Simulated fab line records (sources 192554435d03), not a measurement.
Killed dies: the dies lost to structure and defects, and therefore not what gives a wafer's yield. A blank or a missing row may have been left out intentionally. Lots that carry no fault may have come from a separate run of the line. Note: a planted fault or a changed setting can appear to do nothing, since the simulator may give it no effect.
Matching of chambers / flow n5-finfet / rie-diel-03 running N5_BEOL_M6_STRIP_19: 4 sister chambers
The step strips in O2. 8 wafers are shown with their chamber, then 11 later ones without.

WAFERS PAIRED WITH THEIR CHAMBERS
wafer=L079.4; chamber=1; showerhead-plenum-p-Torr (Torr)=2.22; drypump-motor-current-A (A)=5.8
wafer=L080.1; chamber=2; showerhead-plenum-p-Torr (Torr)=2.20; drypump-motor-current-A (A)=5.7
wafer=L087.3; chamber=3; showerhead-plenum-p-Torr (Torr)=1.98; drypump-motor-current-A (A)=5.1
wafer=L087.5; chamber=2; showerhead-plenum-p-Torr (Torr)=2.20; drypump-motor-current-A (A)=5.6
wafer=L087.6; chamber=3; showerhead-plenum-p-Torr (Torr)=1.98; drypump-motor-current-A (A)=5.1
wafer=L086.1; chamber=1; showerhead-plenum-p-Torr (Torr)=2.21; drypump-motor-current-A (A)=5.8
wafer=L086.4; chamber=0; showerhead-plenum-p-Torr (Torr)=2.16; drypump-motor-current-A (A)=6.0
wafer=L090.1; chamber=0; showerhead-plenum-p-Torr (Torr)=2.16; drypump-motor-current-A (A)=6.0

WAFERS MISSING THEIR CHAMBER
wafer=L090.4; showerhead-plenum-p-Torr (Torr)=2.21; drypump-motor-current-A (A)=5.8
wafer=L090.5; showerhead-plenum-p-Torr (Torr)=2.19; drypump-motor-current-A (A)=5.7
wafer=L088.1; showerhead-plenum-p-Torr (Torr)=2.21; drypump-motor-current-A (A)=5.8
wafer=L088.2; showerhead-plenum-p-Torr (Torr)=2.16; drypump-motor-current-A (A)=6.0
wafer=L088.3; showerhead-plenum-p-Torr (Torr)=2.19; drypump-motor-current-A (A)=5.6
wafer=L089.1; showerhead-plenum-p-Torr (Torr)=2.16; drypump-motor-current-A (A)=6.0
wafer=L089.4; showerhead-plenum-p-Torr (Torr)=2.19; drypump-motor-current-A (A)=5.7
wafer=L089.6; showerhead-plenum-p-Torr (Torr)=2.21; drypump-motor-current-A (A)=5.8
wafer=L096.1; showerhead-plenum-p-Torr (Torr)=2.24; drypump-motor-current-A (A)=5.1
wafer=L096.3; showerhead-plenum-p-Torr (Torr)=2.21; drypump-motor-current-A (A)=5.8
wafer=L096.5; showerhead-plenum-p-Torr (Torr)=2.24; drypump-motor-current-A (A)=5.1

WHICH CHAMBER EACH WENT THROUGH
wafer=L090.4; from the rows above=1; in truth=1
wafer=L090.5; from the rows above=2; in truth=2
wafer=L088.1; from the rows above=1; in truth=1
wafer=L088.2; from the rows above=0; in truth=0
wafer=L088.3; from the rows above=2; in truth=2
wafer=L089.1; from the rows above=0; in truth=0
wafer=L089.4; from the rows above=2; in truth=2
wafer=L089.6; from the rows above=1; in truth=1
wafer=L096.1; from the rows above=can't be placed: 2 or 1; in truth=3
wafer=L096.3; from the rows above=1; in truth=1
wafer=L096.5; from the rows above=can't be placed: 2 or 1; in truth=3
Correct placement for 9 of the 11. These rows do not allow placing 2 (true chamber among the candidates in 0). Placed wrongly: 0.
How it was worked out, from the rows above alone: a wafer's distance from a chamber is the root of the sum, over the readings, of the square of ((its reading less the chamber's mean) divided by the reading's scatter). If the next closest chamber is less than 2 further off than the closest, the wafer can't be placed; otherwise it belongs to the closest. The mean given for a chamber averages the wafers shown for that chamber. How the scatter is found: for the shown wafers, subtract from each reading the mean of its chamber, square and add these, divide the total by (wafers less chambers), then take the root.
